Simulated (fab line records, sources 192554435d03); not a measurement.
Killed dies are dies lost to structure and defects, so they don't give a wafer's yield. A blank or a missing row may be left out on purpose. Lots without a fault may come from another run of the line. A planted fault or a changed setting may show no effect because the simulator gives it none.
fab line records | flow n5_finfet
record lots=12 wafers=32 last_day=18
route steps=1938 shown BEOL_M12@1613 PASSIVATION@1936
lots that met no fault: from a run of the same line without faults
start_h: hours from the record's first day to the start of the lot's first wafer shown | wait_h: hours since the lot's step before | " the same as in the row above | L1.1+2: a row that stands for several wafers | - no value, or no start given | * or withheld: withheld | < > ~ a bound
route shown NAME@n: a module of which the file shows steps, and the number in the route of the first | usual: mean/standard deviation of fault-free wafers | same: alike in all rows | chamber/n: place in a boat | sites: the reading at each site | _std_site: their standard deviation | _edge_site: outer sites' mean less inner sites' | radius_mm: how far each site lies from the wafer's centre | mask NAME#n: copy n | behind: the tool/chamber that last shaped the wafer | hold: why the lot was held/for how many hours/how that ended | device: the transistor (n, p or np) that didn't switch | end of line: the same wafers' tests at the end of the route | a step without rows: its recipe alone | killed: dies lost to structure and defects at the first sort, not the wafer's yield | map: a wafer's dies, x killed, . not, _ none there
set.NAME: the setting as run; set.NAME@STEP: as run at that earlier step | model.NAME: the simulator's own value behind a step, which no gauge read
steps of the route over a sample of lots; a table a step, a row a wafer
services: from which hour (start_h, from the record's first day; less than 0 if before it) a tool's chamber was out of use, for how many hours, and why
## steps
# step N5_BEOL_M12_OVL_MEAS_11
# recipe points_per_wafer=44
# usual V11_OVL=-4/6.5
# columns lot.wafer tool chamber start_h wait_h V11_OVL[nm]
L456.2 overlay-02 0 243.84 0.0 3
L456.4 " 0 " " 3
L456.6 " 0 " " 5
L458.1 overlay-01 0 247.51 0.0 -1
L458.2 " 0 " " 4
L458.5 " 0 " " 0
L457.2 overlay-02 0 251.11 0.0 -10
L457.3 " 0 " " -9
L457.5 " 0 " " -15
L459.2 overlay-01 0 280.32 0.0 6
L459.6 " 0 " " 2
L466.1 overlay-02 0 304.00 0.0 -11
L466.2 " 0 " " 0
L464.1 overlay-02 0 306.90 0.0 -10
L464.3 " 0 " " -10
L465.2 overlay-02 0 316.64 0.0 5
L465.5 " 0 " " -5
L472.1 overlay-02 0 353.61 0.0 -16
L472.2 " 0 " " -11
L472.3 " 0 " " 0
L475.1 overlay-01 0 372.53 0.0 -18
L475.5 " 0 " " -12
L475.6 " 0 " " -2
L478.2 overlay-02 0 381.01 0.0 -3
L478.4 " 0 " " -12
L478.5 " 0 " " 1
L476.2 overlay-02 0 384.55 0.0 -19
L476.3 " 0 " " -19
L476.4 " 0 " " -17
L477.1 overlay-02 0 384.69 0.0 -3
L477.2 " 0 " " -2
L477.4 " 0 " " -11
# step N5_BEOL_M12_DESCUM_33
# recipe chemistry=O2 time_s=7.9 source_power_w=50 bias_power_w=20 pressure_mtorr=20 rf_frequency_hz=2.712e+07 temp_c=40 o2_flow_sccm=225
# usual drypump_motor_current_A=5.5/0.47 oes_product_au=0.76/0.053 rf_vpp_V=242.9/1.3 showerhead_plenum_p_Torr=2.07/0.064 throttle_valve_pct=20.47/0.22
# columns lot.wafer tool chamber start_h wait_h drypump_motor_current_A oes_product_au rf_hours_counter_h rf_vpp_V showerhead_plenum_p_Torr throttle_valve_pct
L456.2 rie_diel-02 0 245.13 0.2 5.4 0.70 178 243.5 2.07 20.52
L456.4 " 3 " " 5.4 0.75 169 245.0 2.19 20.63
L456.6 " 1 " " 5.0 0.83 - 243.2 2.03 20.40
L458.1 rie_diel-02 2 248.64 0.1 5.1 0.86 53 241.7 2.04 20.63
L458.2 " 0 " " 5.4 0.70 179 244.5 2.07 20.51
L458.5 " 2 " " 5.1 0.86 - 242.4 2.04 20.66
L457.2 rie_diel-03 1 252.99 0.0 6.1 0.86 66 243.4 2.13 20.22
L457.3 " 2 " " 5.6 0.83 56 243.1 2.12 20.05
L457.5 " 0 " " 5.5 0.81 - 244.4 2.21 19.99
L459.2 rie_diel-03 0 281.66 0.3 5.5 0.80 107 243.1 2.20 20.02
L459.6 " 3 " " 6.0 0.74 - 243.1 2.08 20.19
L466.1 rie_diel-02 3 305.09 0.0 5.4 0.73 189 242.9 2.18 20.65
L466.2 " 1 " " 5.0 0.80 84 243.2 2.02 20.43
L464.1 rie_diel-02 3 308.07 0.0 5.4 0.74 190 244.2 2.18 20.66
L464.3 " 1 " " 5.0 0.80 86 242.9 2.02 20.42
L465.2 rie_diel-02 0 317.73 0.0 5.4 0.69 203 244.4 2.06 20.56
L465.5 " 2 " " 5.1 0.82 - 241.5 2.03 20.68
L472.1 rie_diel-03 1 355.01 0.5 6.1 0.80 102 243.0 2.12 20.27
L472.2 " 3 " " 6.0 0.71 191 242.6 2.07 20.22
L472.3 " 0 " " 5.5 0.78 134 245.2 2.19 20.04
L475.1 rie_diel-06 2 373.62 0.0 5.4 0.75 158 242.0 1.99 20.43
L475.5 " 2 " " 5.4 0.75 - 242.3 1.99 20.43
L475.6 " 1 " " 4.9 0.68 - 241.5 2.00 20.84
L478.2 rie_diel-03 3 382.14 0.0 6.0 0.71 200 241.6 2.07 20.23
L478.4 " 1 " " 6.1 0.81 - 241.9 2.11 20.29
L478.5 " 2 " " 5.6 0.78 - 244.6 2.11 20.12
L476.2 rie_diel-02 0 386.06 0.6 5.4 0.67 228 243.8 2.05 20.60
L476.3 " 3 " " 5.4 0.72 215 245.4 2.17 20.69
L476.4 " 1 " " 5.0 0.77 115 241.5 2.01 20.47
L477.1 rie_diel-02 2 386.61 0.8 5.1 0.79 103 242.3 2.02 20.71
L477.2 " 0 " " 5.4 0.67 228 244.5 2.05 20.60
L477.4 " 3 " " 5.4 0.72 215 244.4 2.17 20.69
# step N5_BEOL_M12_ETCH_68
# recipe chemistry=N2/H2 target=SOC mask_material=SiARC source_w=3000 bias_w=350 temp_c=40 time_s=285 ion_energy_ev=200 pressure_mtorr=30 n2_flow_sccm=200 h2_flow_sccm=200
# usual drypump_motor_current_A=5.5/0.47 oes_product_au=0.76/0.052 rf_vpp_V=523.2/2.2 run_length_s=308.4/0.5 showerhead_plenum_p_Torr=2.52/0.072 throttle_valve_pct=17.81/0.25
# columns lot.wafer tool chamber start_h wait_h drypump_motor_current_A oes_product_au rf_hours_counter_h rf_vpp_V run_length_s showerhead_plenum_p_Torr throttle_valve_pct
L456.2 rie_diel-02 0 245.31 0.1 5.4 0.70 178 522.2 308.0 2.53 17.99
L456.4 " 3 " " 5.4 0.76 169 526.2 308.7 2.64 17.78
L456.6 " 1 " " 5.0 0.82 - 520.6 308.3 2.48 17.83
L458.1 rie_diel-02 2 248.82 0.1 5.1 0.87 53 522.0 309.0 2.49 18.06
L458.2 " 0 " " 5.4 0.71 179 523.6 308.1 2.53 18.02
L458.5 " 2 " " 5.1 0.85 - 521.2 309.3 2.49 18.08
L457.2 rie_diel-03 1 253.17 0.1 6.1 0.86 66 523.7 308.4 2.58 17.50
L457.3 " 2 " " 5.6 0.83 56 525.9 307.4 2.57 17.27
L457.5 " 0 " " 5.5 0.81 - 527.0 308.9 2.67 17.24
L459.2 rie_diel-03 0 281.84 0.1 5.5 0.79 107 528.3 309.5 2.67 17.26
L459.6 " 3 " " 6.0 0.74 - 523.1 308.9 2.53 17.71
L466.1 rie_diel-02 3 305.27 0.1 5.4 0.74 189 527.4 322.1 2.63 17.82
L466.2 " 1 " " 5.0 0.80 85 519.9 307.9 2.47 17.87
L464.1 rie_diel-02 3 308.25 0.1 5.4 0.73 190 527.4 321.8 2.63 17.82
L464.3 " 1 " " 5.0 0.78 86 521.7 307.8 2.47 17.88
L465.2 rie_diel-02 0 317.91 0.1 5.4 0.70 203 524.3 307.8 2.52 18.05
L465.5 " 2 " " 5.1 0.83 - 522.5 321.5 2.47 18.12
L472.1 rie_diel-03 1 355.19 0.1 6.2 0.81 102 525.3 308.4 2.57 17.59
L472.2 " 3 " " 6.0 0.71 191 522.4 308.4 2.52 17.74
L472.3 " 0 " " 5.4 0.76 134 526.9 309.8 2.66 17.30
L475.1 rie_diel-06 2 373.80 0.1 5.4 0.75 158 520.6 308.9 2.43 17.73
L475.5 " 2 " " 5.4 0.75 - 521.2 308.0 2.43 17.69
L475.6 " 1 " " 4.8 0.68 - 519.6 308.7 2.39 17.91
L478.2 rie_diel-03 3 382.32 0.1 6.0 0.70 200 522.9 308.4 2.52 17.76
L478.4 " 1 " " 6.1 0.80 - 523.8 308.3 2.56 17.59
L478.5 " 2 " " 5.6 0.79 - 524.4 307.6 2.55 17.34
L476.2 rie_diel-02 0 386.24 0.1 5.4 0.67 228 522.6 307.8 2.51 18.09
L476.3 " 3 " " 5.4 0.72 215 526.3 308.7 2.62 17.85
L476.4 " 1 " " 5.0 0.77 115 522.2 308.2 2.45 17.94
L477.1 rie_diel-02 2 386.79 0.1 5.1 0.80 103 520.5 309.0 2.46 18.17
L477.2 " 0 " " 5.4 0.67 228 522.2 307.9 2.51 18.09
L477.4 " 3 " " 5.4 0.71 216 526.7 308.9 2.62 17.86
# step N5_BEOL_M12_ETCH_38
# recipe chemistry=CF4/N2 target=SiCN target_depth_a=687 taper_deg=2 time_s=73.4 ion_energy_ev=150 mask_material=SiO2 pressure_mtorr=40 source_w=430 bias_w=70 Ar_flow_sccm=100 cf4_flow_sccm=60 n2_flow_sccm=60
# usual drypump_motor_current_A=5.6/0.49 oes_product_au=0.77/0.051 rf_vpp_V=382.0/1.6 showerhead_plenum_p_Torr=2.20/0.059 throttle_valve_pct=15.45/0.23
# columns lot.wafer tool chamber start_h wait_h drypump_motor_current_A oes_product_au rf_hours_counter_h rf_vpp_V showerhead_plenum_p_Torr throttle_valve_pct
L456.2 rie_diel-03 3 245.92 - 6.0 0.74 155 383.0 2.19 15.24
L456.4 " 1 " " 6.2 0.84 63 381.9 2.25 15.22
L456.6 " 0 " " 5.5 0.81 - 384.0 2.31 14.97
L458.1 rie_diel-02 1 249.96 - 5.0 0.80 64 382.5 2.16 15.51
L458.2 " 0 " " 5.4 0.70 179 382.4 2.20 15.71
L458.5 " 0 " " 5.4 0.70 - 380.9 2.20 15.70
L457.2 rie_diel-02 1 258.37 - 5.0 0.81 67 380.7 2.16 15.50
L457.3 " 2 " " 5.1 0.87 56 379.8 2.15 15.54
L457.5 " 0 " " 5.4 0.70 - 381.7 2.20 15.70
L459.2 rie_diel-06 1 284.01 - 4.9 0.72 199 379.8 2.09 15.62
L459.6 " 3 " " 6.6 0.78 - 382.1 2.22 15.60
L466.1 rie_diel-02 1 307.68 - 5.1 0.77 86 380.3 2.15 15.55
L466.2 " 2 " " 5.1 0.83 74 382.1 2.14 15.58
L464.1 rie_diel-03 2 310.05 - 5.6 0.80 75 384.2 2.24 15.12
L464.3 " 0 " " 5.4 0.79 116 384.4 2.30 15.02
L465.2 rie_diel-03 0 318.37 - 5.4 0.78 121 384.5 2.30 15.02
L465.5 " 3 " " 6.0 0.73 - 380.8 2.19 15.25
L472.1 rie_diel-02 1 355.78 - 5.0 0.75 104 381.2 2.15 15.58
L472.2 " 0 " " 5.4 0.67 218 381.8 2.19 15.79
L472.3 " 3 " " 5.4 0.71 205 385.2 2.27 15.64
L475.1 rie_diel-03 2 374.69 - 5.6 0.79 98 381.9 2.23 15.17
L475.5 " 2 " " 5.6 0.78 - 384.5 2.23 15.19
L475.6 " 1 " " 6.1 0.80 - 381.9 2.23 15.32
L478.2 rie_diel-02 0 383.10 - 5.4 0.67 226 380.4 2.18 15.79
L478.4 " 2 " " 5.1 0.81 101 382.0 2.13 15.65
L478.5 " 1 " " 5.0 0.75 - 380.7 2.14 15.61
L476.2 rie_diel-03 2 386.96 - 5.6 0.77 104 382.9 2.23 15.18
L476.3 " 3 " " 6.0 0.70 203 381.4 2.18 15.32
L476.4 " 3 " " 6.0 0.71 - 380.3 2.18 15.31
L477.1 rie_diel-02 3 389.64 - 5.4 0.70 217 384.7 2.27 15.65
L477.2 " 1 " " 5.0 0.75 116 381.2 2.14 15.59
L477.4 " 0 " " 5.4 0.66 230 383.1 2.18 15.80
# step N5_PASSIVATION_PROBE_49
# usual defect_limited_yield=91.0/1.5 killed_at_M0_to_M3=33/9.4 killed_at_M4_up=14/4.8 killed_at_contacts=13/7.3 killed_at_front_end=43/13 killed_at_other=3.6/2.9 killed_dies=106/18 killed_open=69/13 killed_short=35/8.2 sort_bin_5_function=5.3/1 sort_bin_6_memory=3.3/0.68 sort_n_pass=1074/18 sort_yield_pct=91.0/1.5
# same gross_dies=1180 killed_at_back_side=0 sort_bin_4_leakage[%]=0 sort_bin_8_speed[%]=0
# columns lot.wafer tool chamber start_h wait_h defect_limited_yield[%] killed_at_M0_to_M3 killed_at_M4_up killed_at_contacts killed_at_front_end killed_at_other killed_dies killed_open killed_short sort_bin_5_function[%] sort_bin_6_memory[%] sort_n_pass sort_yield_pct[%]
L465.2 prober-02 - 356.60 0.1 90.8 30 17 22 38 2 109 79 27 5.9 3.1 1071 90.8
L465.5 prober-02 - 356.75 0.2 91.4 31 21 7 39 3 101 65 35 5.6 2.6 1079 91.4
# killed by level:class
L465.2 MOL_CONTACT_COAG:geometric_particle:open=18 FIN_SAQP:geometric_particle:open=17 BEOL_M0_SAQP:geometric_particle:open=7 BEOL_M2:geometric_particle:open=7 DUMMY_GATE:geometric_particle:open=5 BEOL_M0_SAQP:geometric_particle:short=5 BEOL_M1:geometric_particle:open=5 BEOL_M4:geometric_particle:open=5
L465.5 STI_FIN_REVEAL:geometric_particle:open=13 BEOL_M0_SAQP:geometric_particle:short=9 BEOL_M3:geometric_particle:open=9 BEOL_M2:geometric_particle:open=7 BEOL_M6:geometric_particle:open=6 STARTING-WAFER:geometric_particle:short=6 GATE_CUT:geometric_particle:short=5 MOL_CONTACT_COAG:geometric_particle:open=5
## services
# columns tool chamber start_h hours kind
rie_diel-06 3 237.05 5.0 repair
rie_diel-03 3 307.60 7.1 repair
rie_diel-02 3 335.50 4.8 repair
rie_diel-06 2 362.62 4.0 repair
rie_diel-03 0 379.04 8.9 repair
## key
first_sign step=N5_BEOL_M12_ETCH_68 reading=run_length_s direction=up sigmas=27 usual=* struck=*
effect none on later readings
met_at N5_BEOL_M12_ETCH_68
struck_lots L464,L465,L466
struck_wafers L464.1,L465.5,L466.1
not_acting_at N5_BEOL_M12_OVL_MEAS_11,N5_BEOL_M12_DESCUM_33,N5_BEOL_M12_ETCH_38
onset_between 248.82 305.27
fault kind=process_parameter_drift tool=rie_diel-02 chamber=- onset_h=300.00 steps=N5_BEOL_M12_ETCH_68 channel=time_s offset=* shape=step end_h=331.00 scope=struck_wafers_only acts_in=* stated=*
